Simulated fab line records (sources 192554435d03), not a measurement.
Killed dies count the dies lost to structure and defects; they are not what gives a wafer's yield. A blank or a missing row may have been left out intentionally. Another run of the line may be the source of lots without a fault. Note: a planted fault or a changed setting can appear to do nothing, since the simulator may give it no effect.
Matching of chambers | flow n5-finfet | N5_BEOL_M9_ALD_74 on ald-metal-01 has 4 sister chambers
The step deposits TaN, target thk 2 nm, pulse time 2 s, purge time 3 s. 14 wafers are shown with their chamber, then 7 later ones without.

EACH WAFER AND ITS CHAMBER
wafer  | chamber | heater-power-outer-w (W) | heater-power-w (W)
L075.1 | 0       | 221                      | 433
L075.2 | 3       | 216                      | 391
L075.4 | 1       | 227                      | 408
L076.2 | 0       | 217                      | 420
L076.3 | 1       | 229                      | 396
L076.4 | 3       | 217                      | 397
L078.1 | 2       | 244                      | 434
L078.4 | 3       | 213                      | 385
L078.5 | 3       | 210                      | 396
L088.1 | 0       | 218                      | 432
L088.2 | 2       | 245                      | 438
L088.3 | 3       | 215                      | 392
L087.2 | 1       | 225                      | 408
L087.3 | 2       | 246                      | 442

SIGNATURES (averages over the wafers above)
reading              | chamber 0 | chamber 1 | chamber 2 | chamber 3 | scatter within a chamber
heater-power-outer-w | 218.67    | 227.00    | 245.00    | 214.20    | 2.22
heater-power-w       | 428.33    | 404.00    | 438.00    | 392.20    | 5.69
Rule: distance of a wafer from a chamber = root of the sum over the readings of ((wafer's reading minus chamber's mean) / reading's scatter) squared. The wafer belongs to the nearest chamber; if the next one is less than 2 further off, it can't be placed. How the scatter is found: for the shown wafers, subtract from each reading the mean of its chamber, square and add these, divide the total by (wafers less chambers), then take the root.

WAFERS WITH NO CHAMBER GIVEN
wafer  | heater-power-outer-w (W) | heater-power-w (W)
L087.6 | 214                      | 394
L090.1 | 218                      | 402
L090.3 | 254                      | 423
L090.5 | 219                      | 394
L096.4 | 218                      | 432
L096.5 | 246                      | 450
L096.6 | 218                      | 384

CHAMBER TAKEN BY EACH
wafer  | from the rows above     | in truth
L087.6 | 3                       | 3
L090.1 | can't be placed: 3 or 1 | 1
L090.3 | 2                       | 2
L090.5 | can't be placed: 3 or 1 | 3
L096.4 | 0                       | 0
L096.5 | 2                       | 2
L096.6 | 3                       | 3
Placed correctly: 5 of 7. Not placeable from these rows: 2 (in 2, the candidates include the true chamber). Wrongly placed: 0.
